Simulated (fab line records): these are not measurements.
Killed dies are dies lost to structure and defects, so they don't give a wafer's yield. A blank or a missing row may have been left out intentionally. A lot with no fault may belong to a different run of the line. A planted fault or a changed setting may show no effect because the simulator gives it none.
fab line records + flow nandHarc
[record]
- lots = 14
- wafers = 42
- lastDay = 25
route steps=1159 shown A_M1@1041
lots with no fault: from the same line, run without faults
startH: start of the lot's first displayed wafer, in hours after the record's first day + waitH: hours from the lot's prior step to this one + " identical to the entry in the row above + L1.1+2: a single row standing in for several wafers + - no value, or no start given + * or withheld: withheld + < > ~ a bound
route shown NAME@n: NAME is a module with steps in the file, n the number in the route of the first one + usual: mean and standard deviation over wafers with no fault + same: alike in all rows + chamber/n: place in a boat + sites: per-site readings + _std_site: how widely they spread, as a standard deviation + _edge_site: the outer-site mean with the inner-site mean subtracted + radiusMm: how far each site lies from the wafer's centre + mask NAME#n: copy n + behind: the last tool/chamber to shape the wafer + hold: cause of the lot's hold/its duration in hours/its outcome + device: transistor that didn't switch, given as n, p or np + end of line: the tests these same wafers got at the end of their route + where a step has no rows: the recipe by itself + killed: at the first sort, the dies lost to defects and structure; wafer yield is something else + map: shows each die of a wafer: x if killed, . if not, _ if none is there
set.NAME: the setting that was run; set.NAME@STEP: the one run at that earlier step + model.NAME: the simulator's own value behind a step, which no gauge read
one table for each step of the route and one row for each wafer, over a sample of lots
services: when a tool's chamber went out of use (startH, in hours from the record's first day, below 0 if earlier), for how many hours, and the reason
[[steps]]
[step NHARC_A_M1_ETCH_15]
[recipe]
- targetDepthA = 1825
- timeS = 91.2
- c4f8FlowSccm = withheld
- arFlowSccm = 400
- rfW = 600
- biasW = 300
- chemistry = C4F8/Ar
[usual]
- oesProductAu = 0.952/0.021
- rfVppV = 440.9/2.8
| lot.wafer | tool       | chamber | startH | waitH | oesProductAu | rfHoursCounterH | rfVppV |
|-----------|------------|---------|--------|-------|--------------|-----------------|--------|
| L665.4    | rieDiel-01 | 1       | -      | -     | 0.913        | 2               | 441.1  |
| L665.3    | "          | 2       | "      | "     | 0.932        | 2               | 444.8  |
| L665.2    | "          | 3       | "      | "     | 0.909        | 2               | 440.2  |
| L664.1    | rieDiel-08 | 1       | -      | -     | 0.965        | 6               | 437.7  |
| L664.5    | "          | 2       | "      | "     | 0.967        | -               | 444.8  |
| L664.6    | "          | 3       | "      | "     | 0.964        | -               | 437.1  |
| L667.4    | rieDiel-01 | 2       | -      | -     | 0.925        | 2               | 444.3  |
| L667.3    | "          | 3       | "      | "     | 0.915        | 2               | 438.6  |
| L667.6    | "          | 1       | "      | "     | 0.920        | -               | 441.6  |
| L666.3    | rieDiel-01 | 1       | -      | -     | 0.969        | 3               | 441.6  |
| L666.4    | "          | 3       | "      | "     | 0.960        | 2               | 439.5  |
| L666.5    | "          | 1       | "      | "     | 0.960        | -               | 443.0  |
| L669.4    | rieDiel-07 | 3       | -      | -     | 0.961        | 0               | 438.9  |
| L669.6    | "          | 0       | "      | "     | 0.964        | -               | 443.1  |
| L669.5    | "          | 1       | "      | "     | 0.982        | -               | 444.8  |
| L670.2    | rieDiel-08 | 1       | -      | -     | 0.965        | 8               | 438.3  |
| L670.6    | "          | 2       | "      | "     | 0.963        | -               | 444.7  |
| L670.5    | "          | 3       | "      | "     | 0.955        | -               | 437.8  |
| L668.2    | rieDiel-01 | 0       | -      | -     | 0.986        | 3               | 440.6  |
| L668.5    | "          | 0       | "      | "     | 0.969        | -               | 441.2  |
| L668.6    | "          | 1       | "      | "     | 0.959        | -               | 441.2  |
| L673.4    | rieDiel-08 | 1       | -      | -     | 0.919        | 9               | 438.7  |
| L673.1    | "          | 3       | "      | "     | 0.918        | 8               | 438.3  |
| L673.6    | "          | 2       | "      | "     | 0.919        | -               | 446.6  |
| L672.2    | rieDiel-07 | 3       | -      | -     | 0.954        | 3               | 440.3  |
| L672.6    | "          | 0       | "      | "     | 0.951        | -               | 443.3  |
| L672.5    | "          | 1       | "      | "     | 0.944        | -               | 444.5  |
| L675.3    | rieDiel-01 | 0       | -      | -     | 0.948        | 4               | 437.7  |
| L675.2    | "          | 1       | "      | "     | 0.957        | 4               | 441.1  |
| L675.5    | "          | 3       | "      | "     | 0.937        | -               | 440.0  |
| L677.4    | rieDiel-01 | 1       | -      | -     | 0.978        | 4               | 440.6  |
| L677.1    | "          | 0       | "      | "     | 0.976        | 4               | 438.2  |
| L677.5    | "          | 1       | "      | "     | 0.980        | -               | 441.2  |
| L680.3    | rieDiel-07 | 1       | -      | -     | 0.922        | 6               | 443.4  |
| L680.6    | "          | 3       | "      | "     | 0.926        | -               | 438.8  |
| L680.5    | "          | 0       | "      | "     | 0.937        | -               | 444.2  |
| L679.1    | rieDiel-07 | 0       | -      | -     | 0.990        | 5               | 442.3  |
| L679.2    | "          | 1       | "      | "     | 0.958        | 7               | 445.4  |
| L679.5    | "          | 3       | "      | "     | 0.977        | -               | 439.6  |
| L687.2    | rieDiel-01 | 3       | -      | -     | 0.957        | 1               | 441.7  |
| L687.3    | "          | 1       | "      | "     | 0.942        | 1               | 443.3  |
| L687.5    | "          | 3       | "      | "     | 0.951        | -               | 441.5  |
[step NHARC_A_M1_PRE_CLEAN_30]
[recipe]
- timeS = 30
- tempC = 280
- gas = H2/He
[usual]
- heaterPowerW = 413/65
| lot.wafer | tool          | chamber | startH | waitH | heaterPowerW |
|-----------|---------------|---------|--------|-------|--------------|
| L665.3    | pvdSputter-01 | -       | -      | -     | 389          |
| L665.4    | "             | -       | "      | "     | 426          |
| L665.2    | "             | -       | "      | "     | 400          |
| L664.1    | pvdSputter-02 | -       | -      | -     | 454          |
| L664.6    | "             | -       | "      | "     | 369          |
| L664.5    | "             | -       | "      | "     | 330          |
| L667.4    | pvdSputter-03 | -       | -      | -     | 458          |
| L667.3    | "             | -       | "      | "     | 357          |
| L667.6    | "             | -       | "      | "     | 434          |
| L666.3    | pvdSputter-03 | -       | -      | -     | 432          |
| L666.4    | "             | -       | "      | "     | 358          |
| L666.5    | "             | -       | "      | "     | 395          |
| L669.4    | pvdSputter-03 | -       | -      | -     | 429          |
| L669.6    | "             | -       | "      | "     | 426          |
| L669.5    | "             | -       | "      | "     | 466          |
| L670.2    | pvdSputter-03 | -       | -      | -     | 390          |
| L670.6    | "             | -       | "      | "     | 434          |
| L670.5    | "             | -       | "      | "     | 456          |
| L668.2    | pvdSputter-03 | -       | -      | -     | 397          |
| L668.6    | "             | -       | "      | "     | 463          |
| L668.5    | "             | -       | "      | "     | 359          |
| L673.1    | pvdSputter-03 | -       | -      | -     | 427          |
| L673.4    | "             | -       | "      | "     | 462          |
| L673.6    | "             | -       | "      | "     | 437          |
| L672.2    | pvdSputter-01 | -       | -      | -     | 415          |
| L672.6    | "             | -       | "      | "     | 392          |
| L672.5    | "             | -       | "      | "     | 398          |
| L675.3    | pvdSputter-02 | -       | -      | -     | 465          |
| L675.2    | "             | -       | "      | "     | 382          |
| L675.5    | "             | -       | "      | "     | 360          |
| L677.4    | pvdSputter-01 | -       | -      | -     | 425          |
| L677.1    | "             | -       | "      | "     | 602          |
| L677.5    | "             | -       | "      | "     | 403          |
| L680.3    | pvdSputter-02 | -       | -      | -     | 326          |
| L680.5    | "             | -       | "      | "     | 367          |
| L680.6    | "             | -       | "      | "     | 338          |
| L679.1    | pvdSputter-02 | -       | -      | -     | 381          |
| L679.2    | "             | -       | "      | "     | 381          |
| L679.5    | "             | -       | "      | "     | 356          |
| L687.2    | pvdSputter-03 | -       | -      | -     | 439          |
| L687.3    | "             | -       | "      | "     | 389          |
| L687.5    | "             | -       | "      | "     | 481          |
[step NHARC_A_M1_ECD_22]
[recipe]
- targetThkA = 4000
- bathTempC = 25
- material = Cu
| lot.wafer  | tool     | chamber | startH | waitH |
|------------|----------|---------|--------|-------|
| L665.2+4+3 | ecdCu-02 | 1,0,1   | 401.40 | -     |
| L664.1+6+5 | ecdCu-01 | 0,0,1   | 404.47 | -     |
| L667.3+4+6 | ecdCu-02 | 0,1,0   | 410.58 | -     |
| L666.3+4+5 | ecdCu-02 | 0,1,1   | 412.48 | -     |
| L669.4+5+6 | ecdCu-02 | 0,0,1   | 425.30 | -     |
| L670.2+6+5 | ecdCu-01 | 1,0,1   | 430.46 | -     |
| L668.2+6+5 | ecdCu-01 | 0,1,0   | 438.83 | -     |
| L673.1+4+6 | ecdCu-01 | 0       | 447.30 | -     |
| L672.2+5+6 | ecdCu-01 | 1,0,1   | 459.20 | -     |
| L675.2+3+5 | ecdCu-01 | 0,1,0   | 481.22 | -     |
| L677.1+4+5 | ecdCu-01 | 0       | 481.81 | -     |
| L680.3+5+6 | ecdCu-01 | 0,1,0   | 486.48 | -     |
| L679.2+1+5 | ecdCu-01 | 1,0,1   | 498.85 | -     |
| L687.2+3+5 | ecdCu-02 | 0       | 557.24 | -     |
[step NHARC_A_M1_CMP_23]
[recipe]
- tOverpolishS = 20
- targetThkNm = 154.34
[usual]
- motorCurrentA = 11.8/1.4
- padLifeWafers = 320/130
- retainingRingPressureFrac = 1.000/0.0051
- timeToEndpointS = 28/3.3
| lot.wafer | tool   | chamber | startH | waitH | motorCurrentA | padLifeWafers | retainingRingPressureFrac | timeToEndpointS |
|-----------|--------|---------|--------|-------|---------------|---------------|---------------------------|-----------------|
| L665.4    | cmp-03 | 1       | 402.09 | -     | 12.3          | 271           | 1.005                     | 28              |
| L665.2    | "      | 2       | "      | "     | 12.7          | 272           | 1.001                     | 28              |
| L665.3    | "      | 3       | "      | "     | 13.4          | 273           | 0.994                     | 27              |
| L664.1    | cmp-02 | 0       | 405.19 | -     | 10.7          | 294           | 1.000                     | 29              |
| L664.6    | "      | 0       | "      | "     | 11.5          | -             | 0.999                     | 29              |
| L664.5    | "      | 1       | "      | "     | 10.3          | -             | 1.007                     | 32              |
| L667.3    | cmp-03 | 3       | 411.29 | -     | 14.0          | 350           | 0.996                     | 23              |
| L667.4    | "      | 0       | "      | "     | 12.3          | 351           | 0.997                     | 21              |
| L667.6    | "      | 1       | "      | "     | 13.6          | -             | 1.002                     | 24              |
| L666.4    | cmp-02 | 3       | 413.10 | -     | 12.5          | 330           | 1.004                     | 31              |
| L666.3    | "      | 1       | "      | "     | 9.6           | 332           | 1.010                     | 31              |
| L666.5    | "      | 3       | "      | "     | 11.9          | -             | 1.002                     | 31              |
| L669.4    | cmp-02 | 1       | 425.96 | -     | 9.5           | 403           | 0.993                     | 32              |
| L669.5    | "      | 0       | "      | "     | 11.1          | -             | 0.999                     | 29              |
| L669.6    | "      | 1       | "      | "     | 9.6           | -             | 0.997                     | 30              |
| L670.2    | cmp-02 | 0       | 431.14 | -     | 10.7          | 426           | 1.005                     | 31              |
| L670.5    | "      | 0       | "      | "     | 11.2          | -             | 0.995                     | 30              |
| L670.6    | "      | 1       | "      | "     | 9.6           | -             | 1.001                     | 30              |
| L668.2    | cmp-01 | 2       | 439.56 | -     | 13.8          | 272           | 1.001                     | 28              |
| L668.6    | "      | 0       | "      | "     | 13.0          | -             | 1.006                     | 26              |
| L668.5    | "      | 1       | "      | "     | 11.4          | -             | 1.006                     | 33              |
| L673.1    | cmp-03 | 2       | 448.08 | -     | 12.8          | 541           | 0.995                     | 31              |
| L673.4    | "      | 3       | "      | "     | 13.8          | 542           | 1.000                     | 25              |
| L673.6    | "      | 1       | "      | "     | 13.5          | -             | 1.001                     | 26              |
| L672.2    | cmp-02 | 0       | 459.93 | -     | 10.8          | 86            | 1.006                     | 30              |
| L672.6    | "      | 2       | "      | "     | 10.2          | -             | 1.000                     | 29              |
| L672.5    | "      | 3       | "      | "     | 12.4          | -             | 1.010                     | 27              |
| L675.3    | cmp-02 | 0       | 481.90 | -     | 11.4          | 240           | 0.994                     | 29              |
| L675.2    | "      | 2       | "      | "     | 10.1          | 242           | 0.992                     | 29              |
| L675.5    | "      | 1       | "      | "     | 9.6           | -             | 1.000                     | 30              |
| L677.1    | cmp-03 | 3       | 482.54 | -     | 13.4          | 170           | 0.994                     | 32              |
| L677.4    | "      | 0       | "      | "     | 11.6          | 171           | 1.000                     | 28              |
| L677.5    | "      | 1       | "      | "     | 13.4          | -             | 0.993                     | 31              |
| L680.3    | cmp-02 | 2       | 487.14 | -     | 10.2          | 285           | 1.009                     | 14              |
| L680.6    | "      | 3       | "      | "     | 12.1          | -             | 0.996                     | 14              |
| L680.5    | "      | 0       | "      | "     | 10.8          | -             | 1.000                     | 32              |
| L679.2    | cmp-03 | 0       | 499.60 | -     | 12.5          | 283           | 0.998                     | 21              |
| L679.1    | "      | 1       | "      | "     | 13.8          | 284           | 0.994                     | 9               |
| L679.5    | "      | 0       | "      | "     | 11.9          | -             | 1.004                     | 21              |
| L687.2    | cmp-02 | 1       | 558.12 | -     | 9.9           | 79            | 1.007                     | 30              |
| L687.3    | "      | 3       | "      | "     | 12.3          | 81            | 0.998                     | 30              |
| L687.5    | "      | 1       | "      | "     | 9.6           | -             | 1.003                     | 29              |
[step NHARC_A_M1_INSPECT_27]
[usual]
- rawDefectCount = 440/110
| lot.wafer | tool             | chamber | startH | waitH | rawDefectCount |
|-----------|------------------|---------|--------|-------|----------------|
| L665.2    | defectInspect-02 | -       | 402.54 | 0.0   | 354            |
| L665.3    | "                | -       | "      | "     | 419            |
| L665.4    | "                | -       | "      | "     | 453            |
| L664.1    | defectInspect-02 | -       | 405.67 | 0.0   | 350            |
| L664.5    | "                | -       | "      | "     | 352            |
| L664.6    | "                | -       | "      | "     | 515            |
| L667.3    | defectInspect-02 | -       | 411.71 | 0.0   | 466            |
| L667.4    | "                | -       | "      | "     | 345            |
| L667.6    | "                | -       | "      | "     | 332            |
| L666.3    | defectInspect-02 | -       | 413.57 | 0.0   | 440            |
| L666.4    | "                | -       | "      | "     | 353            |
| L666.5    | "                | -       | "      | "     | 424            |
| L669.4    | defectInspect-01 | -       | 426.40 | 0.0   | 429            |
| L669.5    | "                | -       | "      | "     | 460            |
| L669.6    | "                | -       | "      | "     | 374            |
| L670.2    | defectInspect-01 | -       | 431.64 | 0.1   | 330            |
| L670.5    | "                | -       | "      | "     | 443            |
| L670.6    | "                | -       | "      | "     | 335            |
| L668.2    | defectInspect-01 | -       | 439.98 | 0.0   | 748            |
| L668.5    | "                | -       | "      | "     | 381            |
| L668.6    | "                | -       | "      | "     | 550            |
| L673.1    | defectInspect-02 | -       | 448.52 | 0.0   | 448            |
| L673.4    | "                | -       | "      | "     | 340            |
| L673.6    | "                | -       | "      | "     | 375            |
| L672.2    | defectInspect-02 | -       | 460.35 | 0.0   | 469            |
| L672.5    | "                | -       | "      | "     | 518            |
| L672.6    | "                | -       | "      | "     | 516            |
| L675.2    | defectInspect-02 | -       | 482.38 | 0.0   | 316            |
| L675.3    | "                | -       | "      | "     | 259            |
| L675.5    | "                | -       | "      | "     | 322            |
| L677.1    | defectInspect-02 | -       | 482.96 | 0.0   | 425            |
| L677.4    | "                | -       | "      | "     | 465            |
| L677.5    | "                | -       | "      | "     | 443            |
| L680.3    | defectInspect-01 | -       | 487.53 | 0.0   | 437            |
| L680.5    | "                | -       | "      | "     | 568            |
| L680.6    | "                | -       | "      | "     | 692            |
| L679.1    | defectInspect-02 | -       | 500.05 | 0.0   | 369            |
| L679.2    | "                | -       | "      | "     | 432            |
| L679.5    | "                | -       | "      | "     | 453            |
| L687.2    | defectInspect-02 | -       | 558.56 | 0.0   | 332            |
| L687.3    | "                | -       | "      | "     | 402            |
| L687.5    | "                | -       | "      | "     | 382            |
[[services]]
| tool          | chamber | startH | hours | kind   |
|---------------|---------|--------|-------|--------|
| pvdSputter-02 | -       | 392.00 | 10.0  | pm     |
| cmp-02        | -       | 402.25 | 2.3   | repair |
| rieDiel-07    | -       | 405.20 | 9.0   | pm     |
| cmp-03        | -       | 407.07 | 1.3   | repair |
| ecdCu-01      | -       | 411.72 | 2.3   | repair |
| rieDiel-01    | 3       | 424.43 | 5.0   | repair |
| ecdCu-02      | -       | 427.95 | 2.6   | repair |
| cmp-02        | -       | 442.61 | 4.0   | pm     |
| ecdCu-01      | -       | 448.00 | 8.0   | pm     |
| cmp-03        | -       | 454.39 | 4.0   | pm     |
| pvdSputter-03 | -       | 469.78 | 10.0  | pm     |
| cmp-03        | -       | 480.24 | 1.4   | repair |
| rieDiel-01    | -       | 491.80 | 9.0   | pm     |
| pvdSputter-03 | -       | 492.24 | 10.0  | repair |
| cmp-03        | -       | 501.46 | 2.8   | repair |
| rieDiel-01    | -       | 506.68 | 2.0   | repair |
| pvdSputter-03 | -       | 508.54 | 2.2   | repair |
| rieDiel-01    | -       | 525.14 | 1.6   | repair |
| ecdCu-02      | -       | 532.05 | 8.0   | pm     |
| cmp-02        | -       | 533.30 | 1.6   | repair |
| pvdSputter-03 | -       | 535.15 | 3.3   | repair |
| cmp-03        | -       | 536.12 | 2.1   | repair |
| cmp-02        | -       | 540.70 | 4.0   | pm     |
| cmp-03        | -       | 552.39 | 4.0   | pm     |
[[key]]
[firstSign]
- step = NHARC_A_M1_CMP_23
- reading = timeToEndpointS
- direction = down
- sigmas = 5
- usual = *
- struck = *
effect none on later readings
metAt NHARC_A_M1_ECD_22
struckLots L679,L680
struckWafers L679.1,L680.3,L680.6
laterRowsLeftOut L679.1,L680.3,L680.6
sortLeftOut L679.1,L680.3,L680.6
notActingAt NHARC_A_M1_ETCH_15,NHARC_A_M1_PRE_CLEAN_30,NHARC_A_M1_INSPECT_27
onsetBetween 481.81 486.48
[fault]
- kind = processParameterDrift
- tool = ecdCu-01
- chamber = 0
- onsetH = 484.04
- steps = NHARC_A_M1_ECD_22
- channel = targetThkA
- offset = *
- shape = step
- endH = 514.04
- actsIn = *
- stated = *
// sortLeftOut: the simulated sort isn't trusted on such a fault, so these wafers' sort isn't shown, and their yield isn't known
// laterRowsLeftOut: the simulator's readings of these wafers behind a module that went badly wrong aren't trusted and aren't shown, but for the sort
